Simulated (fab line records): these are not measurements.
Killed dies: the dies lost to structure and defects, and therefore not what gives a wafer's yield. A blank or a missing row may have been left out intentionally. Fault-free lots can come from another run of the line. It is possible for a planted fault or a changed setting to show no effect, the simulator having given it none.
Split-lot experiment	flow n5-finfet	route with 1938 steps; 7 lots, 21 wafers read

ABOUT THE SPLIT
At N5_BEOL_M11_ALD_74 (deposits TaN, target thk 2 nm, pulse time 2 s, purge time 3 s), the setting ald-cycles was moved away from the recipe's 40 on 8 of the 21 wafers read, by -15.0% to +15.0%. All remaining wafers had this setting at the recipe value.

Reading taken at the split's own step.

THE READING
TaN_of_BEOL_M11_ALD_74.thk-nm (the simulator's own value, which no gauge read), in nm, at N5_BEOL_M11_ALD_74 (deposits TaN, target thk 2 nm, pulse time 2 s, purge time 3 s). The file does not state a usual value for it.

wafer	tool, chamber at the split	ald-cycles as run	against the recipe	TaN_of_BEOL_M11_ALD_74.thk-nm, nm	against lot-mates on the recipe
L081.1	ald-metal-04, 2,3	40	recipe	2	-
L081.6	ald-metal-04, 2,3	40	recipe	2	-
L081.5	ald-metal-04, 0	37	-7.5%	1.8	-0.2
L080.2	ald-metal-03, 0	45	+12.5%	2.2	+0.2
L080.5	ald-metal-03, 1,0	40	recipe	2	-
L080.6	ald-metal-03, 1,0	40	recipe	2	-
L079.1	ald-metal-04, 2,0,3	40	recipe	2	-
L079.3	ald-metal-04, 2,0,3	40	recipe	2	-
L079.4	ald-metal-04, 2,0,3	40	recipe	2	-
L077.3	ald-metal-02, 1,1,2	40	recipe	2	-
L077.5	ald-metal-02, 1,1,2	40	recipe	2	-
L077.6	ald-metal-02, 1,1,2	40	recipe	2	-
L085.1	ald-metal-04, 3,1	34	-15.0%	1.6	no lot-mate on the recipe
L085.2	ald-metal-04, 3,1	34	-15.0%	1.6	no lot-mate on the recipe
L085.5	ald-metal-04, 2	34	-15.0%	1.8	no lot-mate on the recipe
L086.1	ald-metal-02, 0,2	35	-12.5%	1.8	-0.2
L086.6	ald-metal-02, 0,2	35	-12.5%	1.8	-0.2
L086.5	ald-metal-02, 3	40	recipe	2	-
L088.1	ald-metal-03, 0,3	40	recipe	2	-
L088.5	ald-metal-03, 0,3	40	recipe	2	-
L088.2	ald-metal-03, 1	46	+15.0%	2.4	+0.4
When a row names more than one chamber, that row covers several wafers, and the file does not tell which wafer ran in which chamber.

THE FIT
A straight line over all 21 wafers: TaN_of_BEOL_M11_ALD_74.thk-nm changes by +0.0211 nm for each +1% of ald-cycles; r = +0.96; the points scatter about the line by 0.05 nm.
The same after taking each lot's own level away (the mean of its wafers on the recipe; 18 wafers): +0.02 nm for each +1%; r = +0.97; scatter 0.035 nm.
Per that fit: largest ald-cycles move, reading shift of 0.3 nm.
The lots' own levels span 2.00 to 2.00 nm.
The two slopes agree, so the slope changes little with the lot-to-lot level.
Check: with one of the wafers moved furthest among these (+15.0%) left out of the fit, the line predicts +0.252 nm for it against its lot-mates. Against them it came out at +0.4 nm.

OTHER SPLITS ON THESE WAFERS
Note: prior to the reading, these wafers also went through further splits. Each is held against what the fit with the lots' levels taken away leaves over:
other split on the same wafers	wafers away from the commonest value	r with TaN_of_BEOL_M11_ALD_74.thk-nm (lot level and that fit taken away)
N5_BEOL_M11_COAT_63 spin-rpm	9	+0.31
N5_BEOL_M11_CURE_72 time-s	7	+0.16

THE FILE'S OWN FIT
TaN_of_BEOL_M11_ALD_74.thk-nm changes by +0.0211 nm for each +1% of ald-cycles, r = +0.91.
